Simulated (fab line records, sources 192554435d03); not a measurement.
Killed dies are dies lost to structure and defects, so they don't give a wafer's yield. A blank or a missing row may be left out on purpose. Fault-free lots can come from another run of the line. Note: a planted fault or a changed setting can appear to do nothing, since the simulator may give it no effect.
A struck lot beside a sound one || flow n5 finfet || 37 steps out of a route of 1938
Sound: the wafers L746.2, L746.5, L746.6. The struck wafers were L755.1, L755.4, L755.5. Last of all comes the cause.
Each step with rows lists, per side, the tool, then ch with its chambers, then its first start. Under that, the readings that differ: sound wafers || struck wafers || difference of the means || sigmas: that difference in standard deviations of wafers without a fault.
alike: readings with means less than 2 such deviations apart, plus words and numbers identical on both sides. not compared: withheld readings, readings lacking a value on some wafer, bounds such as >300 that could conceal the same value, and numbers that have no deviation in the record and whose values overlap.
Wherever a step has rows on one side only, a row that says differs or no value, or a row with sigmas, the two part there. When numbers do not overlap yet have no deviation, they are printed without sigmas and do not part them. Lack of a reading on every wafer of one side parts them only where that side has two or more wafers.

first, 12 steps without rows for these wafers: N5_SD_EPI_P_STRIP_38 (strips in N2/H2); N5_SD_EPI_P_ETCHBACK_46 (etches SiNx in CH3F/O2, stops on SiO2, target depth 17.5 nm); N5_SD_EPI_P_ETCH_47 (etches SiOCN in CH3F/O2, target depth 25 nm); N5_SD_EPI_P_ETCH_16 (etches SiO2 in CHF3/O2, target depth 5 nm); N5_SD_EPI_P_STRIP_50 (strips in CHF3/O2); N5_SD_EPI_P_SD_RECESS_17 (chemistry HBr/Cl2/O2, target depth 39.1 nm, bt time 3 s); N5_SD_EPI_P_WET_ETCH_45 (etches SiO2 in dHF, time 10.7 s, target depth 2 nm, rinse time 30 s); N5_SD_EPI_P_STRIP_40 (strips in N2/H2); N5_SD_EPI_P_PRECLEAN_52 (cleans in O3/DIW, time 60 s); N5_SD_EPI_P_SRD_20 (time 30 s); N5_SD_EPI_P_PRECLEAN_51 (cleans in NF3:NH3, afs cycles 1, time 20 s, sublimation time 60 s); N5_SD_EPI_P_VAPOR_ETCH_44 (etches SiGe30 in NF3/Ar, time 3.3 s).
N5_SD_EPI_P_EPI_21: deposits SiGe:B, time 355 s.
  sound on epi rpcvd-02 ch 0, day 3 21:34; struck on epi rpcvd-02 ch 0, day 6 05:06
{"reading": "model.SiGe-B_of_SD_EPI_P_EPI_21.thk nm (nm)", "sound": "60.8 60.4 60.4", "struck": "52.4 52 51.8", "difference": -8.5, "sigmas": ""}
N5_SD_EPI_P_EPI_MEAS_23:
  sound on film metro-01 at day 3 23:25; struck on film metro-01 at day 6 07:18
{"reading": "thk nm (nm)", "sound": "60.6 61.0 59.8", "struck": "52.8 51.6 50.9", "difference": -8.7, "sigmas": -7}
then, 8 steps without rows for these wafers: N5_SD_EPI_P_HM_STRIP_48 (strips SiNx in H3PO4, material SiNx, target depth 3 nm); N5_SD_EPI_P_SRD_49 (time 30 s); N5_SD_EPI_P_PRECLEAN_24 (cleans in O3/DIW, time 45 s); N5_SD_EPI_P_PRECLEAN_32 (cleans in dHF, time 10 s); N5_SD_EPI_P_PRECLEAN_33 (cleans in SC2, time 45 s); N5_SD_EPI_P_SRD_25 (time 30 s); N5_SD_ACTIVATION_RTA_00 (time 0 s); N5_SD_ACTIVATION_LSA_01 (time 0.0008 s).
N5_SD_ACTIVATION_RS_MEAS_03: a four-point-probe measurement.
  sound on film metro-02 at day 4 00:11; struck on film metro-01 at day 6 07:55
{"reading": "RS_SD_P (ohm/sq)", "sound": "56.4 56.8 56.9", "struck": "66.7 67.0 67.0", "difference": "+10.2", "sigmas": "+11"}
  alike: RS_SD_N
then, 12 steps without rows for these wafers: N5_ILD0_LINER_00 (material SiNx, target thk 4 nm, pulse time 1 s, purge time 2 s); N5_ILD0_FCVD_FILL_01 (material SiO2 flowable, target thk 200 nm, time 328.3 s); N5_ILD0_CURE_02 (time 1800 s); N5_ILD0_CMP_03 (polishes, stops on SiNx, t overpolish 1.9 s, target thk 197.38 nm); N5_ILD0_CMP_07 (polishes SiO2 flowable, stops on poly-Si, t overpolish 1.18 s, target thk 138.88 nm); N5_ILD0_PRECLEAN_10 (cleans in NF3:NH3, afs cycles 5, time 20 s, sublimation time 60 s); N5_ILD0_ALD_15 (deposits SiNx, target thk 24 nm, pulse time 1 s, ald cycles 480); N5_ILD0_CMP_12 (polishes SiNx, stops on poly-Si, t overpolish 6 s, target thk 17.67 nm); N5_SDB_HM_DEP_00 (deposits SiNx from SiH4/NH3/N2, target thk 40 nm, time 35.3 s); N5_SDB_COAT_03 (time 60 s, resist thk 100 nm); N5_SDB_COAT_04 (time 60 s, resist thk 18 nm); N5_SDB_COAT_05 (resist thk 90 nm).
N5_MOL_CONTACT_COAG_ETCH_110: etches Si in CF4/O2, target depth 2.5 nm, time 8 s.
  sound on rie diel-04 ch 0,3, day 5 09:05; struck on rie diel-01 ch 0,2,3, day 7 13:26
{"reading": "model.SiGe-B_of_SD_EPI_P_EPI_21.thk nm (nm)", "sound": "58 57.6 57.6", "struck": "49.8 49.4 49.4", "difference": -8.2, "sigmas": ""}
  alike: drypump motor current A, oes_ar_750_au, oes_f_703_au, oes product au, rf vpp V, showerhead plenum p Torr, throttle valve pct
  not compared: rf hours counter h
-- here the record skips 3 days between the struck wafers' starts before and after, leaving off in module MOL_CONTACT_COAG and picking up in module BEOL_M4 (first step shown: number 1111 of the route) --
N5_BEOL_M4_RC_MEAS_101:
  sound on prober-01 ch 0, day 8 05:38; struck on prober-01 ch 0, day 11 00:08
{"reading": "RS_SD_P (ohm/sq)", "sound": "66.4 66.6 67.0", "struck": "78.3 79.1 78.6", "difference": "+12.0", "sigmas": "+11"}
  alike: DIBL_N, DIBL_P, IOFF_N, IOFF_P, ION_N, ION_P, SS_N, SS_P, VT_N, VT_P

WHERE THEY PART
First at N5_SD_EPI_P_EPI_MEAS_23; last, within this record, at N5_BEOL_M4_RC_MEAS_101.

WHY: whatever the simulator had introduced
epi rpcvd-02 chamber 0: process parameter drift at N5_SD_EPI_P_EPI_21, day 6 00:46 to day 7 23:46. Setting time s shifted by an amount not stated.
